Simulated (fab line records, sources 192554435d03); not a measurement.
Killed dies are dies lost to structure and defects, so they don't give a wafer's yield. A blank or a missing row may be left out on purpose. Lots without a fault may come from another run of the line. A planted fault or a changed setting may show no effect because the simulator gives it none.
Split-lot experiment | flow n5_finfet | 7 lots, 21 wafers read, on a route of 1938 steps

THE SPLIT
At N5_MOL_CONTACT_COAG_ALD_27 (deposits SiOC, target thk 17 nm, pulse time 1.5 s, time 2720 s), the setting time_s was moved away from the recipe's 2720 s on 6 of the 21 wafers read, by -22.1% to +13.4%. The other wafers ran this setting at the recipe's value.

The reading is taken at the split's own step.

THE READING
SiOC_of_MOL_CONTACT_COAG_ALD_27.thk_nm (the simulator's own value, which no gauge read), in nm, at N5_MOL_CONTACT_COAG_ALD_27 (deposits SiOC, target thk 17 nm, pulse time 1.5 s, time 2720 s). The file gives no usual value for it. The 15 wafers here that ran the recipe average 17.0 nm, standard deviation 0.11 nm.

wafer  | tool, chamber at the split | time_s as run, s | against the recipe | SiOC_of_MOL_CONTACT_COAG_ALD_27.thk_nm, nm | against lot-mates on the recipe
L081.1 | ald_sin-02, 3              | 2720             | recipe             | 17                                         | -
L081.3 | ald_sin-02, 2,1            | 2120             | -22.1%             | 13.2                                       | -3.8
L081.6 | ald_sin-02, 2,1            | 2120             | -22.1%             | 13.2                                       | -3.8
L084.4 | ald_sin-02, 3              | 2720             | recipe             | 17                                         | -
L084.5 | ald_sin-02, 0,3            | 2720             | recipe             | 17.2                                       | -
L084.6 | ald_sin-02, 0,3            | 2720             | recipe             | 17.2                                       | -
L087.1 | ald_sin-04, 0,2,3          | 2720             | recipe             | 17                                         | -
L087.4 | ald_sin-04, 0,2,3          | 2720             | recipe             | 17                                         | -
L087.5 | ald_sin-04, 0,2,3          | 2720             | recipe             | 17                                         | -
L088.2 | ald_sin-02, 2              | 2443             | -10.2%             | 15.4                                       | -1.6
L088.5 | ald_sin-02, 2              | 2720             | recipe             | 17                                         | -
L088.6 | ald_sin-02, 1              | 2443             | -10.2%             | 15.2                                       | -1.8
L089.3 | ald_sin-04, 0              | 2720             | recipe             | 16.8                                       | -
L089.5 | ald_sin-04, 3              | 2720             | recipe             | 17                                         | -
L089.6 | ald_sin-04, 2              | 2720             | recipe             | 17.2                                       | -
L095.1 | ald_sin-02, 0,3            | 3085             | +13.4%             | 17                                         | +0.0
L095.3 | ald_sin-02, 0,3            | 3085             | +13.4%             | 17                                         | +0.0
L095.6 | ald_sin-02, 0              | 2720             | recipe             | 17                                         | -
L097.1 | ald_sin-02, 1,0            | 2720             | recipe             | 17                                         | -
L097.5 | ald_sin-02, 1,0            | 2720             | recipe             | 17                                         | -
L097.6 | ald_sin-02, 3              | 2720             | recipe             | 17.2                                       | -
Where a row lists several chambers, the file gives one row for several wafers and doesn't say which wafer went through which chamber.

THE FIT
A straight line over all 21 wafers: SiOC_of_MOL_CONTACT_COAG_ALD_27.thk_nm changes by +0.125 nm for each +1% of time_s; r = +0.88; the points scatter about the line by 0.6 nm.
The same after taking each lot's own level away (the mean of its wafers on the recipe; 21 wafers): +0.124 nm for each +1%; r = +0.88; scatter 0.58 nm.
On that fit, the largest move of time_s shifts the reading by 2.7 nm.
The lots' own levels span 17.00 to 17.13 nm, that is 1.2 times the standard deviation above.
So the lot-to-lot level changes the slope little: the two slopes agree.
Check: with one of the wafers moved furthest among these (-22.1%) left out of the fit, the line predicts -2.66 nm for it against its lot-mates. It came out at -3.8 nm against them.

OTHER SPLITS ON THESE WAFERS
These wafers also went through other splits before the reading. Each is held against what the fit with the lots' levels taken away leaves over:
other split on the same wafers               | wafers away from the commonest value | r with SiOC_of_MOL_CONTACT_COAG_ALD_27.thk_nm (lot level and that fit taken away)
N5_GATE_CUT_COAT_07 spin_rpm                 | 6                                    | -0.01
N5_MOL_CONTACT_COAG_SPUTTER_143 target_thk_a | 6                                    | +0.05

THE FILE'S OWN FIT
SiOC_of_MOL_CONTACT_COAG_ALD_27.thk_nm changes by +0.131 nm for each +1% of time_s, r = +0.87.
